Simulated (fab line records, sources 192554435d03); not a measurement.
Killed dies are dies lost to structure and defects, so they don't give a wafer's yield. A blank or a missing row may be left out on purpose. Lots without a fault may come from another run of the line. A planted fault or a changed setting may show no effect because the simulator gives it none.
Which tool did it? | flow n5_finfet | 6 lots, 18 wafers sampled, at 2 steps of a route of 1938

WHAT THE GAUGES READ, wafer by wafer
N5_BEOL_M6_RS_MEAS_57: measures by four-point-probe.
lot  | measured     | on            | M6_RS (ohm/sq)
L784 | day 9 05:07  | film_metro-02 | 0.309 0.295 0.286
L787 | day 9 19:50  | film_metro-02 | 0.299 0.285 0.281
L792 | day 11 02:26 | film_metro-01 | 0.281 0.285 0.279
L795 | day 11 14:25 | film_metro-02 | 0.279 0.305 0.294
L799 | day 12 21:52 | film_metro-01 | 0.278 0.278 0.277
L806 | day 15 03:55 | film_metro-02 | 0.279 0.283 0.275

WHICH TOOL RAN EACH LOT (tool, then ch and the chambers of the sampled wafers, then the start)
lot  | N5_BEOL_M6_CURE_75
L784 | uv_cure-03 ch 2, day 9 02:30
L787 | uv_cure-02 ch 0, day 9 15:58
L792 | uv_cure-01 ch 1, day 10 23:10
L795 | uv_cure-01 ch 1, day 11 12:11
L799 | uv_cure-01 ch 2, day 12 19:23
L806 | uv_cure-02 ch 0, day 15 00:13
- N5_BEOL_M6_CURE_75: cures SiCOH lowk, time 120 s.

THE ANSWER, worked out from the rows above alone
Rule: what is usual is taken from the lots themselves. Put in order of their means at a reading, lots are off if they are a third of the lots or fewer, leave a main group of 4 or more, and stand apart from it by a gap of 3 or more times the standard deviation of the main group's means; of several such gaps the widest counts. A main group whose means are all the same, to the digits that the tables above print for the reading, isn't used. A lot without any number at a reading at which 4 lots or more have one is off too. The other lots that the step has rows for count as sound.
No lot is off at any reading shown: from this, nothing can be told.

WHAT THE SIMULATOR HAD PUT IN
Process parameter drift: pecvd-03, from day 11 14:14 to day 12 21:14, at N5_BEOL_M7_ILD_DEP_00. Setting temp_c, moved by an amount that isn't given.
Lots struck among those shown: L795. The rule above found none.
